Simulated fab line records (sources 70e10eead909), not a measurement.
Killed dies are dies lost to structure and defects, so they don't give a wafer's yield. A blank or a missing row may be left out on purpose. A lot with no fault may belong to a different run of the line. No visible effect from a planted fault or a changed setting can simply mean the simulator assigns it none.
fab line records ; flow nand_harc
record: lots: 6; wafers: 18; last_day: 33
route steps=1302 shown A_STAIRCASE@853 END@1302
lots that met no fault: taken from a fault-free run of the same line
start_h: start of the lot's first displayed wafer, in hours after the record's first day ; wait_h: hours elapsed since this lot's preceding step ; " identical to the entry in the row above ; L1.1+2: a single row standing in for several wafers ; - no value, or no start was given ; * or withheld: withheld ; < > ~ a bound
route shown NAME@n: a module of which the file shows steps, and the number in the route of the first ; usual: the fault-free wafers' mean and standard deviation ; same: alike in all rows ; chamber/n: place in a boat ; sites: each site's reading ; _std_site: standard deviation of those values ; _edge_site: inner sites' mean taken away from outer sites' mean ; radius_mm: how far each site lies from the wafer's centre ; mask NAME#n: copy n ; behind: tool/chamber where the wafer was last shaped ; hold: reason for holding the lot/hours on hold/outcome of the hold ; device: transistor that didn't switch, given as n, p or np ; end of line: the tests these same wafers got at the end of their route ; where a step has no rows: the recipe by itself ; killed: the dies lost at the first sort to structure and to defects; this is not the yield of the wafer ; map: shows each die of a wafer: x if killed, . if not, _ if none is there
set.NAME: the run value of the setting; set.NAME@STEP: its run value at that earlier step ; model.NAME: the simulator's own value behind a step, which no gauge read
certain route steps with their lots: each step a table, each wafer a row
services: from which hour (start_h, from the record's first day; less than 0 if before it) a tool's chamber was out of use, for how many hours, and why
== steps ==
step: NHARC_A_STAIRCASE_DEP_322
recipe: target_thk_a: 72000; temp_c: 400; target_thk_nm: 7200; teos_flow_sccm: 200; rf_w: 500; material: SiO2
usual: heater_power_w: 609/95; rf_fwd_power_W: 499.5/1.4
lot.wafer;tool;chamber;start_h;wait_h;heater_power_w;rf_fwd_power_W
L687.3;pecvd-03;1;392.97;0.3;553;499.5
L687.6;pecvd-03;2;392.97;0.3;626;500.3
L687.5;pecvd-03;0;392.97;0.3;653;500.5
L688.2;pecvd-03;1;418.65;0.1;519;498.9
L688.4;pecvd-03;1;418.65;0.1;454;500.3
L688.5;pecvd-03;0;418.65;0.1;677;500.1
L698.2;pecvd-02;0;509.60;0.1;708;496.8
L698.5;pecvd-02;0;509.60;0.1;679;498.9
L698.6;pecvd-02;2;509.60;0.1;494;499.4
L700.3;pecvd-03;2;525.19;0.1;787;499.4
L700.4;pecvd-03;2;525.19;0.1;634;498.4
L700.5;pecvd-03;0;525.19;0.1;665;495.9
L705.3;pecvd-02;0;582.16;0.2;802;501.4
L705.1;pecvd-02;1;582.16;0.2;633;499.0
L705.5;pecvd-02;0;582.16;0.2;684;500.5
L710.1;pecvd-04;2;628.45;0.1;581;499.8
L710.3;pecvd-04;1;628.45;0.1;569;499.3
L710.5;pecvd-04;2;628.45;0.1;518;498.1
step: NHARC_A_STAIRCASE_ANNEAL_323
recipe: temp_c: 750; time_s: 1800
step: NHARC_A_STAIRCASE_DEP_325
recipe: target_thk_a: 72000; temp_c: 400; target_thk_nm: 7200; teos_flow_sccm: 200; rf_w: 500; material: SiO2
usual: heater_power_w: 610/90; rf_fwd_power_W: 499.4/1.4
lot.wafer;tool;chamber;start_h;wait_h;heater_power_w;rf_fwd_power_W
L687.3;pecvd-02;0;400.00;0.2;810;499.2
L687.6;pecvd-02;2;400.00;0.2;501;497.9
L687.5;pecvd-02;0;400.00;0.2;667;500.6
L688.2;pecvd-04;1;427.93;0.3;700;500.5
L688.5;pecvd-04;2;427.93;0.3;531;498.4
L688.4;pecvd-04;1;427.93;0.3;590;497.9
L698.2;pecvd-02;2;517.72;0.3;562;501.3
L698.5;pecvd-02;0;517.72;0.3;664;500.6
L698.6;pecvd-02;1;517.72;0.3;509;499.3
L700.3;pecvd-02;0;533.24;0.3;734;499.2
L700.5;pecvd-02;2;533.24;0.3;493;499.2
L700.4;pecvd-02;0;533.24;0.3;664;500.8
L705.3;pecvd-04;0;590.53;0.1;647;503.4
L705.1;pecvd-04;2;590.53;0.1;515;500.2
L705.5;pecvd-04;0;590.53;0.1;543;499.5
L710.1;pecvd-02;0;637.18;0.4;761;499.3
L710.3;pecvd-02;1;637.18;0.4;634;499.4
L710.5;pecvd-02;1;637.18;0.4;519;500.8
step: NHARC_A_STAIRCASE_ANNEAL_326
recipe: temp_c: 750; time_s: 1800
step: NHARC_A_STAIRCASE_DEHYDRATE_433
recipe: temp_c: 150; time_s: 120
step: NHARC_A_STAIRCASE_HMDS_434
recipe: time_s: 30
step: NHARC_A_STAIRCASE_COAT_435
recipe: spin_rpm: 1200
step: NHARC_A_STAIRCASE_SOFTBAKE_436
recipe: temp_c: 135; time_s: 170
step: NHARC_A_STAIRCASE_EBR_437
step: NHARC_A_STAIRCASE_EXPOSE_438
recipe: na: 0.5; dose_mj: 28.97; mask_id: STAIR_REV
usual: exposure_dose_mJ_cm2: 28.970/0.03
lot.wafer;tool;chamber;start_h;wait_h;mask;exposure_dose_mJ_cm2
L687.3;krf_scanner-04;0;404.83;-;STAIR_REV#0;29.004
L687.5;krf_scanner-04;0;404.83;-;STAIR_REV#0;29.014
L687.6;krf_scanner-04;0;404.83;-;STAIR_REV#0;29.041
L688.2;krf_scanner-03;0;438.34;-;STAIR_REV#0;28.998
L688.4;krf_scanner-03;0;438.34;-;STAIR_REV#0;28.947
L688.5;krf_scanner-03;0;438.34;-;STAIR_REV#0;28.968
L698.2;krf_scanner-03;0;526.59;-;STAIR_REV#0;43.921
L698.5;krf_scanner-03;0;526.59;-;STAIR_REV#0;43.933
L698.6;krf_scanner-03;0;526.59;-;STAIR_REV#0;43.911
L700.3;krf_scanner-03;0;541.12;-;STAIR_REV#0;43.919
L700.4;krf_scanner-03;0;541.12;-;STAIR_REV#0;43.898
L700.5;krf_scanner-03;0;541.12;-;STAIR_REV#0;43.871
L705.1;krf_scanner-01;0;599.88;-;STAIR_REV#0;28.945
L705.3;krf_scanner-01;0;599.88;-;STAIR_REV#0;28.942
L705.5;krf_scanner-01;0;599.88;-;STAIR_REV#0;28.989
L710.1;krf_scanner-04;0;644.66;-;STAIR_REV#0;28.964
L710.3;krf_scanner-04;0;644.66;-;STAIR_REV#0;29.003
L710.5;krf_scanner-04;0;644.66;-;STAIR_REV#0;28.949
step: NHARC_A_STAIRCASE_PEB_439
recipe: peb_temp_c: 115; peb_time_s: 130
step: NHARC_END_SORT_01
recipe: temp_c: 25
usual: killed_at_array: 56/20; killed_at_other: 1/1.3; killed_at_periphery: 3.5/2.7; killed_dies: 60/20; killed_open: 3.3/1.6; killed_short: 2.4/1.5
same: gross_dies: 677
lot.wafer;tool;chamber;start_h;wait_h;killed_at_array;killed_at_other;killed_at_periphery;killed_dies;killed_open;killed_short
L688.2;prober-02;0;564.46;2.8;57;0;12;69;6;4
L688.4;prober-02;0;566.06;3.4;66;1;12;79;1;2
L688.5;prober-02;0;566.86;3.7;86;1;11;98;4;3
L700.3;prober-01;0;679.15;3.1;72;0;6;78;4;2
killed by level:class
L688.2 A_SLIT:chamber_film_flake=21 A_CHANNEL_HOLE_D1:chamber_film_flake=19 P_ZERO_WELL:chamber_film_flake=4 P_M0:chamber_film_flake=4 A_CONTACT:chamber_film_flake=4 A_STAIRCASE:chamber_film_flake=3 P_CONTACT:geometric_particle:open=2 A_CHANNEL_HOLE_D2:chamber_film_flake=2
L688.4 A_SLIT:chamber_film_flake=22 A_CHANNEL_HOLE_D1:chamber_film_flake=21 A_CHANNEL_HOLE_D2:chamber_film_flake=7 A_STAIRCASE:chamber_film_flake=6 P_ZERO_WELL:chamber_film_flake=4 P_GATE:chamber_film_flake=4 P_M0:chamber_film_flake=4 A_WL_FILL:chamber_film_flake=3
L688.5 A_CHANNEL_HOLE_D1:chamber_film_flake=39 A_SLIT:chamber_film_flake=25 A_CHANNEL_HOLE_D2:chamber_film_flake=6 A_STAIRCASE:chamber_film_flake=5 P_ZERO_WELL:chamber_film_flake=3 P_GATE:chamber_film_flake=3 P_M0:chamber_film_flake=3 A_WL_FILL:chamber_film_flake=3
L700.3 A_SLIT:chamber_film_flake=32 A_CHANNEL_HOLE_D1:chamber_film_flake=18 A_CHANNEL_HOLE_D2:chamber_film_flake=10 P_ZERO_WELL:chamber_film_flake=3 P_BONDPAD:chamber_film_flake=2 A_CONTACT:chamber_film_flake=2 A_WL_FILL:chamber_film_flake=2 A_SOURCE_PLATE:geometric_particle:short=1
== services ==
tool;chamber;start_h;hours;kind
krf_scanner-03;-;396.00;4.0;pm
pecvd-02;-;408.33;13.0;pm
pecvd-02;0;408.33;13.0;vent_cycle
pecvd-02;1;408.33;13.0;vent_cycle
pecvd-02;2;408.33;13.0;vent_cycle
pecvd-02;0;421.33;-;clean
pecvd-02;1;421.33;-;clean
krf_scanner-01;-;430.66;0.2;repair
pecvd-03;-;440.64;0.3;repair
pecvd-02;0;449.69;3.1;repair
pecvd-04;-;450.20;13.0;pm
pecvd-03;1;450.62;10.2;repair
krf_scanner-01;-;484.00;4.0;pm
krf_scanner-04;-;526.00;4.0;pm
pecvd-04;-;528.77;0.5;repair
pecvd-03;-;547.09;13.0;pm
krf_scanner-03;-;568.00;4.0;pm
pecvd-04;-;570.54;0.8;repair
pecvd-02;-;589.33;13.0;pm
krf_scanner-01;-;600.15;2.0;repair
pecvd-04;0;624.45;11.9;repair
krf_scanner-01;-;629.49;4.1;repair
pecvd-04;-;631.25;13.0;pm
krf_scanner-03;-;640.11;6.7;repair
== key ==
first_sign: step: NHARC_A_STAIRCASE_EXPOSE_438; reading: exposure_dose_mJ_cm2; direction: up; sigmas: 99+; usual: 28.970; struck: 43.909
effect none on later readings
met_at NHARC_A_STAIRCASE_EXPOSE_438
struck_wafers L698.2,L698.5,L698.6,L700.3,L700.4,L700.5
tester_left_out L698,L700
onset_between 438.34 526.59
fault: kind: process_parameter_drift; tool: krf_scanner-03; chamber: -; onset_h: 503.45; steps: NHARC_A_STAIRCASE_EXPOSE_438; channel: dose_mj; offset: 14.98; shape: step; acts_in: these_recipes_only; stated: 28.97
tester_left_out: of these lots the tester's yield and bins aren't shown, on N5 and GAA mostly nor the transistor test; their killed dies are dies lost to structure and defects alone, not to doping, threshold or leakage, so they don't give the yield
